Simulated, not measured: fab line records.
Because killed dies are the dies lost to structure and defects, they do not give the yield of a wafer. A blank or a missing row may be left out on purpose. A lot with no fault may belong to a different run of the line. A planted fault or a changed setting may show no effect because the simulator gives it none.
A struck lot beside a sound one    flow nand harc    15 out of 1302 route steps
Sound: these wafers, L564.1, L564.2, L564.4. Wafers struck: L575.1, L575.2, L575.6. The cause is given at the end.
Order at every step that has rows: each side's tool, ch and its chambers, its first start. Under that, the readings that differ: sound wafers    struck wafers    difference of the means    sigmas: that difference in standard deviations of wafers without a fault.
alike: words and numbers the same on both sides, and readings whose means are apart by under 2 such deviations; not compared: readings that were withheld, readings missing a value for some wafer, numbers with overlapping values and no deviation given by the record, and bounds like >300 which may hide the same value.
The two part at a step that has a row with sigmas, a row that says differs or no value, or rows on one side only. Numbers that don't overlap but have no deviation are shown without sigmas and don't part them. A reading that every wafer of one side lacks parts them only if that side has two wafers or more.

first, 5 steps without rows for these wafers: NHARC_A_CONTACT_SOFTBAKE_37 (time 55 s); NHARC_A_CONTACT_EBR_38; NHARC_A_CONTACT_EXPOSE_39 (exposes mask A CC 3); NHARC_A_CONTACT_PEB_40 (peb time 65 s); NHARC_A_CONTACT_DEVELOP_41 (develop time 35 s).
NHARC_A_CONTACT_CD_MEAS_42: target cd 300 nm.
  sound on cd sem-02 ch 0, day 22 11:31; struck on cd sem-01 ch 0, day 28 00:07
  alike: cd nm
NHARC_A_CONTACT_OVL_MEAS_43:
  sound: overlay-02 at day 22 11:36; struck: overlay-01 at day 28 00:13
reading            sound         struck          difference  sigmas
overlay x nm (nm)  0.3 0.9 -0.4  -0.9 -1.2 -1.8  -1.6        -2
  alike: overlay y nm
NHARC_A_CONTACT_INSPECT_44:
  sound: defect inspect-02 at day 22 11:38; struck: defect inspect-02 at day 28 00:15
  alike: raw defect count
NHARC_A_CONTACT_DESCUM_47: chemistry O2, time 3 s.
  sound on rie diel-07 ch 0,1,2, day 22 11:41; struck on rie diel-10 ch 1,2,3, day 28 00:59
  alike: drypump motor current A, oes product au, rf vpp V, showerhead plenum p Torr, throttle valve pct
  not compared: rf hours counter h
NHARC_A_CONTACT_ETCH_48: etches the open film in CF4, target depth 39 nm, time 65 s.
  sound on rie diel-07 ch 0,1,3, day 22 11:47; struck on rie diel-10 ch 0,1, day 28 01:14
  alike: drypump motor current A, oes product au, rf vpp V, showerhead plenum p Torr, throttle valve pct
  not compared: rf hours counter h
NHARC_A_CONTACT_ETCH_49: etches the open film in N2/H2, target depth 260 nm, time 475.3 s.
  sound: rie diel-07 ch 0,1,2; struck: rie diel-10 ch 0,1,2
  alike: drypump motor current A, oes product au, rf vpp V, showerhead plenum p Torr, throttle valve pct
  not compared: rf hours counter h
NHARC_A_CONTACT_ETCH_50: etches the open film in CF4/CHF3, target depth 121 nm, time 60.5 s.
  sound: rie diel-07 ch 0,1,3; struck: rie diel-10 ch 0,2,3
  alike: drypump motor current A, oes product au, rf vpp V, showerhead plenum p Torr, throttle valve pct
  not compared: rf hours counter h
NHARC_A_CONTACT_ETCH_51: etches the open film in O2/COS, target depth 7000 nm, time 1820 s.
  sound on rie diel-07 ch 1,2,3, day 22 12:19; struck on rie diel-10 ch 0,1,3, day 28 02:04
reading                          sound                 struck                difference  sigmas
o2 flow sccm (sccm)              398.9 401.0 401.9     320.1 320.0 321.8     -80.0       -62
showerhead plenum p Torr (Torr)  2.93 3.21 3.08        2.58 2.56 2.79        -0.43       -4
throttle valve pct (%)           28.327 28.325 28.339  25.250 25.241 25.244  -3.085      -99 or more
  alike: drypump motor current A, oes product au, rf vpp V
  not compared: rf hours counter h
NHARC_A_CONTACT_ETCH_111: etches the open film in C4F8/O2/Ar, time 140 s, target depth 700 nm.
  sound on har cap etch-02 ch 0,1, day 22 13:31; struck on har cap etch-02 ch 0,1, day 28 03:17
  not compared: rf hours counter h
NHARC_END_SORT_01:
  the record has rows for the sound wafers here (prober-01 ch 0, day 25 18:46) and none for the struck ones

== WHERE THEY PART ==
Earliest at NHARC_A_CONTACT_OVL_MEAS_43; latest, in this record, at NHARC_END_SORT_01.

WHY: whatever the simulator had introduced
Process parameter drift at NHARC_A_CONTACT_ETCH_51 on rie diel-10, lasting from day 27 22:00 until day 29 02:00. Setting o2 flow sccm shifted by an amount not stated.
